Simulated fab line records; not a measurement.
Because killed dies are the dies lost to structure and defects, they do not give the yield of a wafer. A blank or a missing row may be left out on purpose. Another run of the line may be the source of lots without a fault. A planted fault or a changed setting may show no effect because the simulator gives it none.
Chamber matching || flow n5Finfet || N5_BEOL_M7_CURE_74 on uvCure-02: 3 sister chambers
The step cures SiCOH lowk, time 240 s. 6 wafers are shown with their chamber, then 8 later ones without.

## EACH WAFER AND ITS CHAMBER
{"wafer": "L080.3", "chamber": 1, "wafer_temp_C_max": 386.4, "lampPowerPct (%)": 52.33}
{"wafer": "L080.6", "chamber": 1, "wafer_temp_C_max": 386.3, "lampPowerPct (%)": 52.28}
{"wafer": "L084.3", "chamber": 2, "wafer_temp_C_max": 386.5, "lampPowerPct (%)": 52.24}
{"wafer": "L084.6", "chamber": 2, "wafer_temp_C_max": 386.3, "lampPowerPct (%)": 52.25}
{"wafer": "L085.4", "chamber": 0, "wafer_temp_C_max": 386.1, "lampPowerPct (%)": 52.26}
{"wafer": "L085.2", "chamber": 0, "wafer_temp_C_max": 385.9, "lampPowerPct (%)": 52.31}

## WAFERS WHOSE CHAMBER IS MISSING
{"wafer": "L085.5", "wafer_temp_C_max": 386.1, "lampPowerPct (%)": 52.29}
{"wafer": "L085.6", "wafer_temp_C_max": 386.2, "lampPowerPct (%)": 52.37}
{"wafer": "L091.1", "wafer_temp_C_max": 386.0, "lampPowerPct (%)": 52.32}
{"wafer": "L091.2", "wafer_temp_C_max": 385.8, "lampPowerPct (%)": 52.42}
{"wafer": "L091.6", "wafer_temp_C_max": 386.0, "lampPowerPct (%)": 52.21}
{"wafer": "L092.1", "wafer_temp_C_max": 386.3, "lampPowerPct (%)": 52.33}
{"wafer": "L092.4", "wafer_temp_C_max": 386.2, "lampPowerPct (%)": 52.29}
{"wafer": "L092.6", "wafer_temp_C_max": 386.2, "lampPowerPct (%)": 52.32}

## EACH ONE'S CHAMBER
{"wafer": "L085.5", "from the rows above": "can't be placed: 0 or 1", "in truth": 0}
{"wafer": "L085.6", "from the rows above": "can't be placed: 1 or 0", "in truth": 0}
{"wafer": "L091.1", "from the rows above": "can't be placed: 0 or 1", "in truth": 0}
{"wafer": "L091.2", "from the rows above": "can't be placed: 0 or 1", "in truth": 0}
{"wafer": "L091.6", "from the rows above": "can't be placed: 0 or 2 or 1", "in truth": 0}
{"wafer": "L092.1", "from the rows above": "can't be placed: 1 or 0", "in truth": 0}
{"wafer": "L092.4", "from the rows above": "can't be placed: 1 or 0 or 2", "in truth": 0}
{"wafer": "L092.6", "from the rows above": "can't be placed: 1 or 0 or 2", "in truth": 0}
Placed correctly: 0 of 8. Not placeable from these rows: 8 (in 8, the candidates include the true chamber). Number placed wrongly: 0.
How it was worked out, from the rows above alone: a wafer's distance from a chamber is the root of the sum, over the readings, of the square of ((its reading less the chamber's mean) divided by the reading's scatter). If the next closest chamber is less than 2 further off than the closest, the wafer can't be placed; otherwise it belongs to the closest. Each chamber's mean is taken over the wafers shown for it. The scatter: take each reading less its chamber's mean, square it, sum over the shown wafers, divide by the number of wafers less the number of chambers, and take the root.
